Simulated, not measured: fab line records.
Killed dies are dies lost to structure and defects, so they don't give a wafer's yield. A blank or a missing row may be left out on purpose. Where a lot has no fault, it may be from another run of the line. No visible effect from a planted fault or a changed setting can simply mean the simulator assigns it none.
Split-lot experiment ; flow n5_finfet ; on a route of 1938 steps: 7 lots, 21 wafers read

## ABOUT THE SPLIT
At N5_PMOS_HMC_CHANNEL_EPI_PEB_07 (peb time 60 s), the setting peb_time_s was moved away from the recipe's 60 s on 9 of the 21 wafers read, by -14.7% to +12.7%. This setting was run at the recipe's value on the other wafers.

## THE PATH FROM SPLIT TO READING: the file shows 1 step between them
- N5_PMOS_HMC_CHANNEL_EPI_DEVELOP_08: develop time 30 s

## THE READING
cd_nm, in nm, at N5_PMOS_HMC_CHANNEL_EPI_CD_MEAS_09 (target cd 237.4 nm). Typical for fault-free wafers on this fab line: 237.2 nm, with standard deviation 0.94 nm.

wafer;tool, chamber at the split;peb_time_s as run, s;against the recipe;cd_nm, nm;against lot-mates on the recipe
L075.1;litho_track-04, 0;51.2;-14.7%;231.6;-4.9
L075.2;litho_track-04, 0;51.2;-14.7%;230.3;-6.2
L075.4;litho_track-04, 0;60;recipe;236.5;-
L081.1;litho_track-03, 0;67.62;+12.7%;240.7;+5.9
L081.3;litho_track-03, 0;60;recipe;234.2;-
L081.6;litho_track-03, 0;60;recipe;235.4;-
L083.2;litho_track-04, 0;60;recipe;237.3;-
L083.5;litho_track-04, 0;64.12;+6.9%;240.3;+3.0
L083.6;litho_track-04, 0;60;recipe;237.3;-
L084.1;litho_track-04, 0;60;recipe;238.4;-
L084.2;litho_track-04, 0;65.41;+9.0%;241.0;+2.6
L084.4;litho_track-04, 0;65.41;+9.0%;240.7;+2.3
L085.4;litho_track-03, 0;60;recipe;237.3;-
L085.5;litho_track-03, 0;60;recipe;236.6;-
L085.6;litho_track-03, 0;60;recipe;236.7;-
L089.3;litho_track-05, 0;60;recipe;235.2;-
L089.4;litho_track-05, 0;60;recipe;236.0;-
L089.5;litho_track-05, 0;55.55;-7.4%;233.7;-1.9
L091.1;litho_track-03, 0;66.28;+10.5%;240.4;+3.7
L091.3;litho_track-03, 0;66.28;+10.5%;238.3;+1.6
L091.5;litho_track-03, 0;60;recipe;236.7;-

THE FIT
A straight line over all 21 wafers: cd_nm changes by +0.373 nm for each +1% of peb_time_s; r = +0.93; the points scatter about the line by 1.1 nm.
The same after taking each lot's own level away (the mean of its wafers on the recipe; 21 wafers): +0.347 nm for each +1%; r = +0.96; scatter 0.75 nm.
Per that fit: largest peb_time_s move, reading shift of 5.1 nm.
The lots' own levels span 234.80 to 238.40 nm, that is 3.8 times the standard deviation above.
The two slopes agree, so the slope changes little with the lot-to-lot level.
Check: -5.27 nm against its lot-mates is what the line predicts for one of the wafers moved furthest among these (-14.7%) when that wafer is left out of the fit. It came out at -4.9 nm against them.

## THE OTHER SPLITS THESE WAFERS WENT THROUGH
Before the reading, these wafers also passed through other splits. Each is held against what the fit with the lots' levels taken away leaves over:
other split on the same wafers;wafers away from the commonest value;r with cd_nm (lot level and that fit taken away)
N5_WELL_APT_PEB_06 peb_time_s;9;+0.03

## THE WHOLE CHAIN: every reading that the file lists as answering this split, in the file's order
step;what it does;reading;change (the file's fit);r (the file's)
N5_PMOS_HMC_CHANNEL_EPI_CD_MEAS_09;target cd 237.4 nm;cd_nm;+0.361 nm for each +1% of the setting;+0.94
N5_PMOS_HMC_CHANNEL_EPI_DESCUM_14;chemistry O2, time 7.9 s;PMOS_HMC_CHANNEL_EPI.cd_nm (the simulator's own value, which no gauge read);+0.35 nm for each +1% of the setting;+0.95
N5_PMOS_HMC_CHANNEL_EPI_ETCH_32;etches BARC in N2/H2, stops on SiO2, target depth 85.8 nm, time 50.3 s;PMOS_HMC_CHANNEL_EPI.cd_nm (the simulator's own value, which no gauge read);+0.324 nm for each +1% of the setting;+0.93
N5_PMOS_HMC_CHANNEL_EPI_ETCH_38;etches SiO2 in CF4, target depth 1.5 nm;PMOS_HMC_CHANNEL_EPI.cd_nm (the simulator's own value, which no gauge read);+0.325 nm for each +1% of the setting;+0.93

## THE FILE'S OWN FIT
cd_nm changes by +0.361 nm for each +1% of peb_time_s, r = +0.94.
